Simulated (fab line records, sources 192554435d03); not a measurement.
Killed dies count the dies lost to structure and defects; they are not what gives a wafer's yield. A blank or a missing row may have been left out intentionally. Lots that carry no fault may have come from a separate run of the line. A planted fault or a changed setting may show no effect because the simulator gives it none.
Chamber matching ; flow n5_finfet ; 4 sister chambers for N5_BEOL_M8_ETCH_72 on rie_diel-01
The step etches underlayer in N2/H2, target depth 6.5 nm, time 5.2 s. 4 wafers are shown with their chamber, then 10 later ones without.

== EACH WAFER AND ITS CHAMBER ==
wafer;chamber;drypump_motor_current_A (A)
L090.2;2;4.9
L087.4;1;6.2
L089.1;0;6.8
L089.3;3;5.1

== WAFERS WITHOUT THEIR CHAMBER ==
wafer;drypump_motor_current_A (A)
L089.5;4.9
L091.1;6.1
L091.5;4.9
L091.6;5.1
L094.2;4.9
L094.4;6.8
L094.6;6.8
L095.1;6.1
L095.4;6.2
L095.5;6.8

== WHICH CHAMBER EACH WENT THROUGH ==
wafer;from the rows above;in truth
L089.5;2;2
L091.1;1;1
L091.5;2;2
L091.6;3;3
L094.2;2;2
L094.4;0;0
L094.6;0;0
L095.1;1;1
L095.4;1;1
L095.5;0;0
Placed correctly: 10 of 10. From these rows, 0 cannot be placed. Placed wrongly: 0.
How it was worked out, from the rows above alone: a wafer's distance from a chamber is the root of the sum, over the readings, of the square of ((its reading less the chamber's mean) divided by the reading's scatter). If the next closest chamber is less than 2 further off than the closest, the wafer can't be placed; otherwise it belongs to the closest. Each chamber's mean is taken over the wafers shown for it. The scatter: with one shown wafer a chamber, the root of the mean of the squares of how far each hidden wafer lies from its nearest shown one.
